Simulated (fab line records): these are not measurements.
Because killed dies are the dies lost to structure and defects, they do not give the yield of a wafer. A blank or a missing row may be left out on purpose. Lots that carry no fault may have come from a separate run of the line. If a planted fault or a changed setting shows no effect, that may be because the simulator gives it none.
fab line records | flow n5_finfet | part 1 of 2: steps 1 to 24 of 25
record: lots: 6 wafers: 17 last_day: 18
route steps=1938 shown BEOL_M6@1258 BEOL_M7@1263 PASSIVATION@1936
lots with no fault: from the same line, run without faults
start_h: hours from the record's opening day to when the first of the lot's shown wafers began | wait_h: time in hours since the lot's previous step | " as in the row above | L1.1+2: one row covering several wafers at once | - no value, or no start was given | * or withheld: withheld | < > ~ a bound
route shown NAME@n: NAME is a module with steps in the file, n the number in the route of the first one | usual: the fault-free wafers' mean and standard deviation | same: alike in all rows | chamber/n: place in a boat | sites: the reading at each site | _std_site: standard deviation of those values | _edge_site: mean of outer sites minus mean of inner sites | radius_mm: how far each site lies from the wafer's centre | mask NAME#n: copy n | behind: the most recent tool/chamber to have shaped the wafer | hold: reason for holding the lot/hours on hold/outcome of the hold | device: the transistor (n, p or np) that didn't switch | end of line: tests of these same wafers at the route's end | where a step has no rows: the recipe by itself | killed: not the wafer's yield, but the dies lost to structure and defects at the first sort | map: a wafer's dies, x killed, . not, _ none there
set.NAME: the setting as run; set.NAME@STEP: as run at that earlier step | model.NAME: the simulator's own value behind a step, which no gauge read
a table for each step, a row for each wafer; lots at some steps of the route
services: from which hour (start_h, from the record's first day; less than 0 if before it) a tool's chamber was out of use, for how many hours, and why
== steps ==
step: N5_BEOL_M6_THK_MEAS_53
recipe: thk_meas_gauge: xrf reads: Cu_of_BEOL_M6_ECD_50
usual: M6_THK: 80.4/2.9
columns lot.wafer tool chamber start_h wait_h M6_THK[nm]
L909.1 film_metro-01 - 189.23 - 84.0
L909.2 " - " " 81.2
L909.6 " - " " 84.7
L911.1 film_metro-01 - 199.48 - 77.9
L911.2 " - " " 83.4
L911.6 " - " " 78.8
L926.3 film_metro-02 - 307.94 - 89.1
L926.4 " - " " 83.0
L926.6 " - " " 87.3
L928.1 film_metro-02 - 309.77 - 76.5
L928.5 " - " " 77.1
L928.6 " - " " 77.8
L929.1 film_metro-02 - 310.32 - 84.6
L929.2 " - " " 77.0
L931.1 film_metro-02 - 348.50 - 83.3
L931.3 " - " " 77.2
L931.6 " - " " 75.8
step: N5_BEOL_M6_PRE_CLEAN_55
recipe: gas: NH3 time_s: 15 temp_c: withheld rf_power_w: 300
step: N5_BEOL_M6_DEP_56
recipe: material: SiCN target_thk_a: 100 temp_c: withheld precursor: 3MS/NH3 pressure_torr: 3 rf_w: 202 time_s: 17.5
usual: rf_fwd_power_W: 199.2/0.75 showerhead_plenum_p_Torr: 3.671/0.013 throttle_valve_pct: 8.7/0.33
columns lot.wafer tool chamber start_h wait_h rf_fwd_power_W showerhead_plenum_p_Torr throttle_valve_pct
L909.1 pecvd-04 1 189.29 0.0 199.2 3.656 8.8
L909.2 " 2 " " 199.0 3.661 7.9
L909.6 " 2 " " 199.3 3.659 8.0
L911.1 pecvd-01 2 199.54 0.0 199.0 3.668 8.9
L911.2 " 0 " " 198.8 3.672 8.7
L911.6 " 1 " " 198.6 3.688 8.8
L926.3 pecvd-03 1 308.02 0.0 198.2 3.678 8.7
L926.4 " 1 " " 198.4 3.672 8.5
L926.6 " 0 " " 199.1 3.685 9.0
L928.1 pecvd-03 1 309.83 0.0 198.3 3.674 8.4
L928.5 " 1 " " 199.0 3.662 8.5
L928.6 " 0 " " 198.9 3.678 9.3
L929.1 pecvd-01 1 310.38 0.0 198.5 3.679 8.9
L929.2 " 0 " " 198.6 3.673 8.8
L931.1 pecvd-04 0 348.57 0.0 200.4 3.654 8.4
L931.3 " 1 " " 199.4 3.652 8.8
L931.6 " 1 " " 198.7 3.653 8.8
step: N5_BEOL_M6_RS_MEAS_57
recipe: thk_meas_gauge: four-point-probe reads: Cu_of_BEOL_M6_ECD_50+Co_of_BEOL_M6_CVD_78+TaN_of_BEOL_M6_ALD_77
usual: M6_RS: 0.286/0.011
columns lot.wafer tool chamber start_h wait_h M6_RS[ohm/sq]
L909.1 film_metro-02 - 189.37 0.1 0.272
L909.2 " - " " 0.283
L909.6 " - " " 0.269
L911.1 film_metro-01 - 199.61 0.1 0.298
L911.2 " - " " 0.275
L911.6 " - " " 0.294
L926.3 film_metro-01 - 308.09 0.1 0.253
L926.4 " - " " 0.276
L926.6 " - " " 0.258
L928.1 film_metro-02 - 309.90 0.1 0.298
L928.5 " - " " 0.296
L928.6 " - " " 0.294
L929.1 film_metro-02 - 310.45 0.1 0.267
L929.2 " - " " 0.300
L931.1 film_metro-01 - 348.63 0.1 0.274
L931.3 " - " " 0.299
L931.6 " - " " 0.306
step: N5_BEOL_M6_INSPECT_58
recipe: inspect_instrument: darkfield mode: post_dep
usual: raw_defect_count: 71/23
columns lot.wafer tool chamber start_h wait_h raw_defect_count
L909.1 defect_inspect-02 - 189.40 0.0 37
L909.2 " - " " 59
L909.6 " - " " 57
L911.1 defect_inspect-01 - 199.64 0.0 67
L911.2 " - " " 61
L911.6 " - " " 60
L926.3 defect_inspect-02 - 308.11 0.0 76
L926.4 " - " " 90
L926.6 " - " " 65
L928.1 defect_inspect-02 - 309.92 0.0 123
L928.5 " - " " 100
L928.6 " - " " 77
L929.1 defect_inspect-02 - 310.48 0.0 85
L929.2 " - " " 53
L931.1 defect_inspect-02 - 348.66 0.0 54
L931.3 " - " " 57
L931.6 " - " " 25
step: N5_BEOL_M7_ILD_DEP_00
recipe: material: SiCOH_lowk target_thk_a: 1797.5 temp_c: 300 precursor: DEMS/porogen pressure_torr: 5 rf_w: 500 time_s: 33.4
step: N5_BEOL_M7_CURE_74
recipe: temp_c: 385 time_s: 240 ambient: He/Ar material: SiCOH_lowk
usual: lamp_power_pct: 52.32/0.058 wafer_temp_C_max: 386.7/0.53
columns lot.wafer tool chamber start_h wait_h lamp_power_pct wafer_temp_C_max
L909.1 uv_cure-01 2 189.50 0.0 52.35 386.3
L909.2 " 2 " " 52.31 386.0
L909.6 " 2 " " 52.33 386.5
L911.1 uv_cure-03 0 199.74 0.0 52.41 387.0
L911.2 " 0 " " 52.20 386.9
L911.6 " 0 " " 52.32 387.4
L926.3 uv_cure-02 2 308.37 0.2 52.26 386.1
L926.4 " 2 " " 52.30 386.2
L926.6 " 2 " " 52.39 386.8
L928.1 uv_cure-01 2 310.02 0.0 52.35 386.7
L928.5 " 2 " " 52.26 386.4
L928.6 " 2 " " 52.28 386.3
L929.1 uv_cure-03 2 310.58 0.0 52.32 387.0
L929.2 " 2 " " 52.28 386.2
L931.1 uv_cure-03 2 348.76 0.0 52.22 386.7
L931.3 " 2 " " 52.40 385.9
L931.6 " 2 " " 52.33 386.7
step: N5_BEOL_M7_THK_MEAS_01
recipe: reads: SiCOH_lowk_of_BEOL_M7_ILD_DEP_00
usual: M7_ILD_THK: 154.9/1.9
columns lot.wafer tool chamber start_h wait_h M7_ILD_THK[nm]
L909.1 film_metro-01 - 190.01 0.4 155.8
L909.2 " - " " 154.2
L909.6 " - " " 154.5
L911.1 film_metro-01 - 200.25 0.4 157.0
L911.2 " - " " 153.0
L911.6 " - " " 156.5
L926.3 film_metro-01 - 308.73 0.3 153.9
L926.4 " - " " 154.1
L926.6 " - " " 155.8
L928.1 film_metro-02 - 310.54 0.4 154.8
L928.5 " - " " 152.9
L928.6 " - " " 158.1
L929.1 film_metro-01 - 311.09 0.4 154.8
L929.2 " - " " 156.3
L931.1 film_metro-01 - 349.27 0.4 153.5
L931.3 " - " " 151.0
L931.6 " - " " 154.8
step: N5_BEOL_M7_PECVD_70
recipe: material: SiO2 target_thk_a: 200 temp_c: 400 precursor: TEOS/O2 pressure_torr: 5.5 rf_w: 450 teos_flow_sccm: 53.8 gas: O2 flow_sccm: 3000 time_s: 22.7
step: N5_BEOL_M7_HM_DEP_02
recipe: material: TiN target_thk_a: 200 temp_c: 25 chamber_pressure_pa: 0.49996
usual: susceptor_temp_C: 25.00/0.1 throttle_valve_pct: 29.8/1.1
columns lot.wafer tool chamber start_h wait_h susceptor_temp_C throttle_valve_pct
L909.1 pvd_sputter-01 - 191.71 1.6 25.16 29.7
L909.2 " - " " 25.07 29.0
L909.6 " - " " 25.00 29.0
L911.1 pvd_sputter-03 - 200.35 0.0 25.15 29.3
L911.2 " - " " 25.09 29.3
L911.6 " - " " 25.13 29.2
L926.3 pvd_sputter-02 - 309.49 0.7 25.06 31.9
L926.4 " - " " 25.03 28.6
L926.6 " - " " 25.05 30.1
L928.1 pvd_sputter-02 - 311.95 1.4 24.92 32.1
L928.5 " - " " 25.01 29.1
L928.6 " - " " 25.29 30.1
L929.1 pvd_sputter-02 - 312.35 1.2 24.91 29.9
L929.2 " - " " 25.10 29.8
L931.1 pvd_sputter-01 - 350.39 1.1 25.01 28.8
L931.3 " - " " 25.06 28.6
L931.6 " - " " 24.90 29.7
step: N5_BEOL_M7_COAT_59
recipe: resist: SOC temp_c: 250 time_s: 60 spin_rpm: 1500 resist_thk_nm: 100
step: N5_BEOL_M7_COAT_60
recipe: resist: SiARC temp_c: 220 time_s: 60 spin_rpm: 1500 resist_thk_nm: 35
step: N5_BEOL_M7_COAT_05
recipe: resist: CAR-ArF spin_rpm: 1500 resist_thk_nm: 90
usual: resist_line_temp_C: 22.97/0.11 spin_speed_rpm: 1500.0/0.87
columns lot.wafer tool chamber start_h wait_h resist_line_temp_C spin_speed_rpm model.CAR-ArF_of_BEOL_M7_COAT_05.thk_nm
L909.1 litho_track-03 0 191.84 - 23.03 1500.8 90.2
L909.2 " 0 " " 22.95 1500.1 90
L909.6 " 0 " " 22.96 1501.6 90.2
L911.1 litho_track-02 0 200.48 - 22.95 1500.3 90.2
L911.2 " 0 " " 23.03 1499.4 90.4
L911.6 " 0 " " 23.04 1500.8 90.6
L926.3 litho_track-02 0 309.62 - 22.87 1604.8 87.2
L926.4 " 0 " " 23.10 1606.1 86.8
L926.6 " 0 " " 23.01 1605.2 87
L928.1 litho_track-02 0 312.08 - 22.91 1606.2 87
L928.5 " 0 " " 22.77 1606.0 87.2
L928.6 " 0 " " 22.84 1604.5 87
L929.1 litho_track-03 0 312.48 - 22.98 1500.5 89.8
L929.2 " 0 " " 23.05 1499.4 89.8
L931.1 litho_track-01 0 350.53 - 22.86 1498.6 89.8
L931.3 " 0 " " 22.97 1500.5 89.8
L931.6 " 0 " " 22.98 1500.5 90
step: N5_BEOL_M7_EBR_07
recipe: solvent: PGMEA ebr_width_mm: 1.5
step: N5_BEOL_M7_SOFTBAKE_06
recipe: temp_c: 110 time_s: 60 resist: CAR-ArF
step: N5_BEOL_M7_EXPOSE_08
recipe: mask_id: M7 na: 1.35 source_shape: dipole sigma_inner: 0.817 sigma_outer: 0.97 polarization: te dose_mj: 68.25
step: N5_BEOL_M7_PEB_09
recipe: peb_temp_c: withheld peb_time_s: 60 resist: CAR-ArF
step: N5_BEOL_M7_DEVELOP_10
recipe: develop_time_s: 30 developer: TMAH resist: CAR-ArF rinse_liquid: diw dry: air_spin dev_temp_c: 23
step: N5_BEOL_M7_CD_MEAS_11
recipe: target_cd_nm: 38.5 landing_energy_ev: 500 detector: se_inlens polarity: opening
usual: cd_nm: 38.5/0.61
columns lot.wafer tool chamber start_h wait_h cd_nm
L909.1 cd_sem-02 0 192.20 - 38.2
L909.2 " 0 " " 38.1
L909.6 " 0 " " 39.2
L911.1 cd_sem-03 0 200.89 - 38.4
L911.2 " 0 " " 39.5
L911.6 " 0 " " 39.0
L926.3 cd_sem-03 0 309.99 - 38.8
L926.4 " 0 " " 38.6
L926.6 " 0 " " 38.8
L928.1 cd_sem-01 0 312.32 - 37.3
L928.5 " 0 " " 37.6
L928.6 " 0 " " 37.3
L929.1 cd_sem-03 0 312.84 - 38.7
L929.2 " 0 " " 38.9
L931.1 cd_sem-03 0 350.90 - 38.1
L931.3 " 0 " " 38.0
L931.6 " 0 " " 39.3
step: N5_BEOL_M7_OVL_MEAS_12
recipe: points_per_wafer: 44
usual: M7_OVL: 0.0/0.89
columns lot.wafer tool chamber start_h wait_h M7_OVL[nm]
L909.1 overlay-02 0 192.23 0.0 -0.1
L909.2 " 0 " " -1.3
L909.6 " 0 " " -0.2
L911.1 overlay-01 0 200.92 0.0 -0.3
L911.2 " 0 " " 0.9
L911.6 " 0 " " 0.0
L926.3 overlay-01 0 310.02 0.0 -0.9
L926.4 " 0 " " -1.5
L926.6 " 0 " " -1.9
L928.1 overlay-02 0 312.35 0.0 0.9
L928.5 " 0 " " 0.3
L928.6 " 0 " " -0.3
L929.1 overlay-02 0 312.87 0.0 0.8
L929.2 " 0 " " 0.2
L931.1 overlay-02 0 350.93 0.0 -1.3
L931.3 " 0 " " 0.7
L931.6 " 0 " " 1.1
step: N5_BEOL_M7_INSPECT_13
recipe: mode: adi inspect_instrument: brightfield
usual: raw_defect_count: 395/89
columns lot.wafer tool chamber start_h wait_h raw_defect_count
L909.1 defect_inspect-02 - 192.26 0.0 369
L909.2 " - " " 529
L909.6 " - " " 340
L911.1 defect_inspect-01 - 200.94 0.0 354
L911.2 " - " " 394
L911.6 " - " " 319
L926.3 defect_inspect-02 - 310.04 0.0 412
L926.4 " - " " 437
L926.6 " - " " 353
L928.1 defect_inspect-02 - 312.37 0.0 406
L928.5 " - " " 305
L928.6 " - " " 466
L929.1 defect_inspect-02 - 312.90 0.0 543
L929.2 " - " " 443
L931.1 defect_inspect-01 - 350.95 0.0 272
L931.3 " - " " 310
L931.6 " - " " 359
step: N5_BEOL_M7_DESCUM_16
recipe: chemistry: O2 time_s: 7.9 source_power_w: 50 bias_power_w: 20 pressure_mtorr: 20 rf_frequency_hz: 2.712e+07 temp_c: 40 resist: CAR-ArF o2_flow_sccm: 225
usual: drypump_motor_current_A: 5.8/0.48 oes_product_au: 0.71/0.056 rf_fwd_power_W: 49.29/0.3 rf_vpp_V: 243.5/1.2 showerhead_plenum_p_Torr: 2.13/0.058 throttle_valve_pct: 20.51/0.17
columns lot.wafer tool chamber start_h wait_h drypump_motor_current_A oes_product_au rf_fwd_power_W rf_hours_counter_h rf_vpp_V showerhead_plenum_p_Torr throttle_valve_pct
L909.1 rie_diel-03 1 192.29 0.0 6.5 0.68 49.61 235 244.1 2.14 20.51
L909.2 " 0 " " 5.9 0.71 49.15 193 243.4 2.15 20.43
L909.6 " 1 " " 6.4 0.69 49.76 - 243.9 2.14 20.51
L911.1 rie_diel-06 0 201.30 0.4 5.7 0.70 48.88 203 244.1 2.20 20.54
L911.2 " 1 " " 5.7 0.70 49.08 209 243.3 2.18 20.35
L911.6 " 0 " " 5.7 0.70 49.04 - 242.8 2.19 20.54
L926.3 rie_diel-03 3 310.17 0.1 5.9 0.99 49.38 3 243.7 2.14 20.46
L926.4 " 2 " " 5.6 0.75 49.36 - 241.9 2.12 20.84
L926.6 " 0 " " 5.9 0.69 49.49 - 243.9 2.14 20.47
L928.1 rie_diel-06 3 312.72 0.3 5.2 0.71 49.38 247 241.1 1.99 20.67
L928.5 " 1 " " 5.7 0.67 49.10 - 245.9 2.16 20.41
L928.6 " 2 " " 6.8 0.75 49.18 - 242.1 2.01 20.50
L929.1 rie_diel-06 3 312.98 0.1 5.2 0.71 49.25 247 241.1 1.99 20.69
L929.2 " 1 " " 5.7 0.67 48.94 243 243.2 2.16 20.40
L931.1 rie_diel-05 0 350.99 0.0 5.3 0.72 49.86 205 246.1 2.15 20.27
L931.3 " 1 " " 5.1 0.68 48.91 235 244.4 2.15 20.65
L931.6 " 3 " " 6.0 0.88 49.58 - 242.8 2.06 20.22
step: N5_BEOL_M7_ETCH_61
recipe: chemistry: CF4 target: SiARC target_depth_a: 455 mask_material: CAR-ArF time_s: 75.8 ion_energy_ev: 80 pressure_mtorr: 40 source_w: 545 bias_w: 36 Ar_flow_sccm: 100 cf4_flow_sccm: 100 ends: cleared
usual: cf4_flow_sccm: 100.0/0.3 drypump_motor_current_A: 5.8/0.48 etch_rf_on_time_s: 76.1/2.4 oes_product_au: 0.61/0.051 rf_fwd_power_W: 538.8/2.4 rf_vpp_V: 184.5/0.91 showerhead_plenum_p_Torr: 2.17/0.053 throttle_valve_pct: 15.70/0.18
columns lot.wafer tool chamber start_h wait_h cf4_flow_sccm drypump_motor_current_A etch_rf_on_time_s oes_product_au rf_fwd_power_W rf_hours_counter_h rf_vpp_V showerhead_plenum_p_Torr throttle_valve_pct model.CAR-ArF_of_BEOL_M7_COAT_05.thk_nm
L909.1 rie_diel-03 1 192.33 0.0 100.3 6.4 75.7 0.58 538.7 235 185.2 2.19 15.80 51
L909.2 " 0 " " 100.4 5.9 80.1 0.59 540.3 193 184.4 2.22 15.67 50.8
L909.6 " 1 " " 99.5 6.4 75.9 0.58 541.1 - 183.9 2.19 15.80 50.8
L911.1 rie_diel-06 0 201.33 0.0 100.0 5.7 79.1 0.59 535.9 203 184.0 2.19 15.46 51.2
L911.2 " 1 " " 99.9 5.7 76.2 0.58 537.5 209 185.6 2.22 15.55 51.2
L911.6 " 0 " " 100.2 5.7 78.6 0.59 535.1 - 185.2 2.19 15.47 51.4
L926.3 rie_diel-03 3 310.21 0.0 100.1 5.9 75.3 0.85 542.5 3 185.0 2.21 15.65 47.8
L926.4 " 2 " " 100.3 5.6 79.2 0.63 539.9 - 184.2 2.15 15.90 47.6
L926.6 " 0 " " 99.4 5.9 78.8 0.57 542.1 - 183.8 2.21 15.73 47.8
L928.1 rie_diel-06 3 312.76 0.0 100.1 5.2 76.5 0.59 537.3 247 182.8 2.04 15.88 47.6
L928.5 " 1 " " 100.1 5.7 76.0 0.56 537.7 - 185.7 2.21 15.62 48
L928.6 " 2 " " 99.6 6.7 76.7 0.63 540.4 - 183.1 2.06 15.75 48
L929.1 rie_diel-06 3 313.01 0.0 100.3 5.2 75.9 0.61 537.6 247 184.7 2.04 15.88 50.6
L929.2 " 1 " " 99.9 5.7 75.4 0.58 536.9 243 184.7 2.21 15.61 50.6
L931.1 rie_diel-05 0 351.02 0.0 99.5 5.3 70.6 0.64 542.2 205 186.1 2.22 15.57 50.4
L931.3 " 1 " " 99.9 5.1 75.7 0.58 534.6 235 183.0 2.21 15.93 50.6
L931.6 " 3 " " 100.0 6.0 72.7 0.79 540.1 - 183.8 2.11 15.40 50.8
step: N5_BEOL_M7_ETCH_62
recipe: chemistry: N2/H2 target: SOC target_depth_a: 1100 overetch_a: 220 mask_material: SiARC temp_c: 40 time_s: 165 ion_energy_ev: 200 pressure_mtorr: 30 source_w: 840 bias_w: 150 n2_flow_sccm: 200 h2_flow_sccm: 200
usual: drypump_motor_current_A: 5.8/0.48 oes_product_au: 0.61/0.047 rf_fwd_power_W: 837/3 rf_vpp_V: 524.9/2.1 showerhead_plenum_p_Torr: 2.59/0.075 throttle_valve_pct: 17.96/0.24
columns lot.wafer tool chamber start_h wait_h drypump_motor_current_A oes_product_au rf_fwd_power_W rf_hours_counter_h rf_vpp_V showerhead_plenum_p_Torr throttle_valve_pct
L909.1 rie_diel-03 1 192.38 0.0 6.4 0.57 837 236 525.7 2.64 18.19
L909.2 " 0 " " 5.9 0.60 835 193 526.6 2.65 18.06
L909.6 " 1 " " 6.4 0.58 837 - 525.4 2.64 18.19
L911.1 rie_diel-06 0 201.39 0.0 5.7 0.60 831 203 526.5 2.63 17.77
L911.2 " 1 " " 5.7 0.58 838 209 524.4 2.61 17.60
L911.6 " 0 " " 5.7 0.60 829 - 525.6 2.63 17.76
L926.3 rie_diel-03 3 310.26 0.0 5.9 0.84 838 3 526.2 2.63 18.15
L926.4 " 2 " " 5.6 0.64 834 - 523.8 2.56 18.20
L926.6 " 0 " " 5.9 0.59 837 - 525.3 2.63 18.12
L928.1 rie_diel-06 3 312.81 0.0 5.2 0.60 838 247 521.0 2.39 17.84
L928.5 " 1 " " 5.7 0.57 830 - 525.3 2.60 17.68
L928.6 " 2 " " 6.7 0.63 837 - 521.2 2.43 17.97
L929.1 rie_diel-06 3 313.07 0.0 5.2 0.60 836 247 519.7 2.39 17.82
L929.2 " 1 " " 5.7 0.57 838 243 526.4 2.60 17.68
L931.1 rie_diel-05 0 351.08 0.0 5.3 0.61 837 205 526.0 2.61 17.63
L931.3 " 1 " " 5.1 0.57 834 235 524.9 2.64 18.25
L931.6 " 3 " " 6.0 0.76 835 - 522.2 2.50 17.68
== key ==
first_sign: step: N5_BEOL_M7_COAT_05 reading: spin_speed_rpm direction: up sigmas: 99+ usual: * struck: *
effect none on later readings
model_effect: step: N5_BEOL_M7_COAT_05 value: CAR-ArF_of_BEOL_M7_COAT_05.thk_nm without: 90.03 struck: 87.03
model_effect: step: N5_BEOL_M7_ETCH_61 value: CAR-ArF_of_BEOL_M7_COAT_05.thk_nm without: 50.8 struck: 47.8
met_at N5_BEOL_M7_COAT_05
struck_wafers L926.3,L926.4,L926.6,L928.1,L928.5,L928.6
baseline_loss: step: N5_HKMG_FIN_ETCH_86 wafers: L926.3
onset_between 200.48 309.62
fault: kind: process_parameter_drift tool: litho_track-02 chamber: - onset_h: 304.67 steps: N5_BEOL_M7_COAT_05 channel: spin_rpm offset: * shape: step end_h: 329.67 acts_in: * stated: *
baseline_loss: these wafers lose ten dies or more at that step, a loss of the line's own and not of a fault; the sort's usual values leave them out
